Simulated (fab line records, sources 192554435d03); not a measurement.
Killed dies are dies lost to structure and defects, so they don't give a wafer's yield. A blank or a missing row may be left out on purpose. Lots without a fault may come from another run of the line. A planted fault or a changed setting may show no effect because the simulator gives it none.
Split-lot experiment | flow n5_finfet | 7 lots, 39 wafers read, on a route of 1938 steps

THE SPLIT
At N5_MOL_CONTACT_COAG_PRECLEAN_111 (cleans in NF3:NH3, afs cycles 1, time 20 s, sublimation time 60 s), the setting time_s was moved away from the recipe's 20 s on 15 of the 39 wafers read, by -40.2% to +18.9%. The other wafers ran this setting at the recipe's value.

FROM THE SPLIT TO THE READING: what the file shows between them, 4 steps
- N5_MOL_CONTACT_COAG_TI_SIL_19: material Ti, target thk 4.2 nm, time 15 s
- N5_MOL_CONTACT_COAG_ALD_20: deposits TiN, target thk 1.5 nm, pulse time 1 s, purge time 3 s
- N5_MOL_CONTACT_COAG_PRECLEAN_125: cleans in DIW, time 57.5 s
- N5_MOL_CONTACT_COAG_SRD_126: dry time 32 s

THE READING
SiNx_of_GATE_CUT_SAC_CAP_01.thk_nm (the simulator's own value, which no gauge read), in nm, at N5_MOL_CONTACT_COAG_CMP_23 (polishes, stops on SiO2, t overpolish 1.5 s, target thk 0 nm). The file gives no usual value for it. The 24 wafers here that ran the recipe average 18.2 nm, standard deviation 0.087 nm.

wafer  | tool, chamber at the split | time_s as run, s | against the recipe | SiNx_of_GATE_CUT_SAC_CAP_01.thk_nm, nm | against lot-mates on the recipe
L080.4 | remote_plasma-01, 0        | 20               | recipe             | 18.2                                   | -
L080.3 | remote_plasma-01, 0        | 20               | recipe             | 18.2                                   | -
L080.2 | remote_plasma-01, 0        | 20               | recipe             | 18.2                                   | -
L086.1 | remote_plasma-01, 1        | 20               | recipe             | 18.4                                   | -
L086.5 | remote_plasma-01, 1        | 20               | recipe             | 18.4                                   | -
L086.2 | remote_plasma-01, 1        | 23.78            | +18.9%             | 18.2                                   | -0.1
L086.6 | remote_plasma-01, 1        | 23.78            | +18.9%             | 18.2                                   | -0.1
L086.3 | remote_plasma-01, 1        | 23.78            | +18.9%             | 18                                     | -0.3
L086.4 | remote_plasma-01, 1        | 20               | recipe             | 18.2                                   | -
L088.2 | remote_plasma-02, 1        | 23.79            | +18.9%             | 18.2                                   | +0.0
L088.1 | remote_plasma-02, 1        | 23.79            | +18.9%             | 18.2                                   | +0.0
L088.3 | remote_plasma-02, 1        | 23.79            | +18.9%             | 18                                     | -0.2
L088.4 | remote_plasma-02, 1        | 20               | recipe             | 18.2                                   | -
L088.5 | remote_plasma-02, 1        | 20               | recipe             | 18.2                                   | -
L088.6 | remote_plasma-02, 1        | 20               | recipe             | 18.2                                   | -
L090.2 | remote_plasma-01, 1        | 20               | recipe             | 18.2                                   | -
L090.4 | remote_plasma-01, 1        | 13.5             | -32.5%             | 18.6                                   | +0.3
L090.1 | remote_plasma-01, 1        | 13.5             | -32.5%             | 18.6                                   | +0.3
L090.5 | remote_plasma-01, 1        | 13.5             | -32.5%             | 18.6                                   | +0.3
L090.3 | remote_plasma-01, 1        | 20               | recipe             | 18.4                                   | -
L090.6 | remote_plasma-01, 1        | 20               | recipe             | 18.4                                   | -
L091.4 | remote_plasma-02, 1        | 20               | recipe             | 18.4                                   | -
L091.1 | remote_plasma-02, 1        | 11.96            | -40.2%             | 18.6                                   | +0.3
L091.3 | remote_plasma-02, 1        | 11.96            | -40.2%             | 18.6                                   | +0.3
L091.6 | remote_plasma-02, 1        | 11.96            | -40.2%             | 18.6                                   | +0.3
L091.2 | remote_plasma-02, 1        | 20               | recipe             | 18.2                                   | -
L091.5 | remote_plasma-02, 1        | 20               | recipe             | 18.2                                   | -
L094.3 | remote_plasma-01, 0        | 20               | recipe             | 18.2                                   | -
L094.4 | remote_plasma-01, 0        | 20               | recipe             | 18.2                                   | -
L094.2 | remote_plasma-01, 0        | 20               | recipe             | 18.2                                   | -
L094.1 | remote_plasma-01, 0        | 12.86            | -35.7%             | 18.6                                   | +0.4
L094.5 | remote_plasma-01, 0        | 12.86            | -35.7%             | 18.6                                   | +0.4
L094.6 | remote_plasma-01, 0        | 12.86            | -35.7%             | 18.6                                   | +0.4
L097.1 | remote_plasma-01, 1        | 20               | recipe             | 18.4                                   | -
L097.3 | remote_plasma-01, 1        | 20               | recipe             | 18.2                                   | -
L097.2 | remote_plasma-01, 1        | 20               | recipe             | 18.2                                   | -
L097.4 | remote_plasma-01, 1        | 20               | recipe             | 18.2                                   | -
L097.5 | remote_plasma-01, 1        | 20               | recipe             | 18.2                                   | -
L097.6 | remote_plasma-01, 1        | 20               | recipe             | 18.2                                   | -

THE FIT
A straight line over all 39 wafers: SiNx_of_GATE_CUT_SAC_CAP_01.thk_nm changes by -0.00886 nm for each +1% of time_s; r = -0.89; the points scatter about the line by 0.083 nm.
The same after taking each lot's own level away (the mean of its wafers on the recipe; 39 wafers): -0.00874 nm for each +1%; r = -0.90; scatter 0.077 nm.
On that fit, the largest move of time_s shifts the reading by 0.35 nm.
The lots' own levels span 18.20 to 18.33 nm, that is 1.5 times the standard deviation above.
So the lot-to-lot level changes the slope little: the two slopes agree.
Check: with one of the wafers moved furthest among these (-40.2%) left out of the fit, the line predicts +0.364 nm for it against its lot-mates. It came out at +0.333 nm against them.

OTHER SPLITS ON THESE WAFERS
These wafers also went through other splits before the reading. Each is held against what the fit with the lots' levels taken away leaves over:
other split on the same wafers        | wafers away from the commonest value | r with SiNx_of_GATE_CUT_SAC_CAP_01.thk_nm (lot level and that fit taken away)
N5_FIN_SAQP_SPACER1_ALD_24 ald_cycles | 15                                   | +0.20
N5_SD_EPI_N_DESCUM_14 time_s          | 12                                   | -0.01
N5_HKMG_FIN_ETCH_32 target_depth_a    | 15                                   | +0.22

THE WHOLE CHAIN: every reading that the file lists as answering this split, in the file's order
step                             | what it does                                                      | reading                                                                             | change (the file's fit)                 | r (the file's)
N5_MOL_CONTACT_COAG_PRECLEAN_111 | cleans in NF3:NH3, afs cycles 1, time 20 s, sublimation time 60 s | SiNx_of_SPACER0_ALD_07.thk_nm (the simulator's own value, which no gauge read)      | -0.008 nm for each +1% of the setting   | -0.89
N5_MOL_CONTACT_COAG_CMP_23       | polishes, stops on SiO2, t overpolish 1.5 s, target thk 0 nm      | SiNx_of_GATE_CUT_SAC_CAP_01.thk_nm (the simulator's own value, which no gauge read) | -0.00888 nm for each +1% of the setting | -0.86

THE FILE'S OWN FIT
SiNx_of_GATE_CUT_SAC_CAP_01.thk_nm changes by -0.00888 nm for each +1% of time_s, r = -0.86.
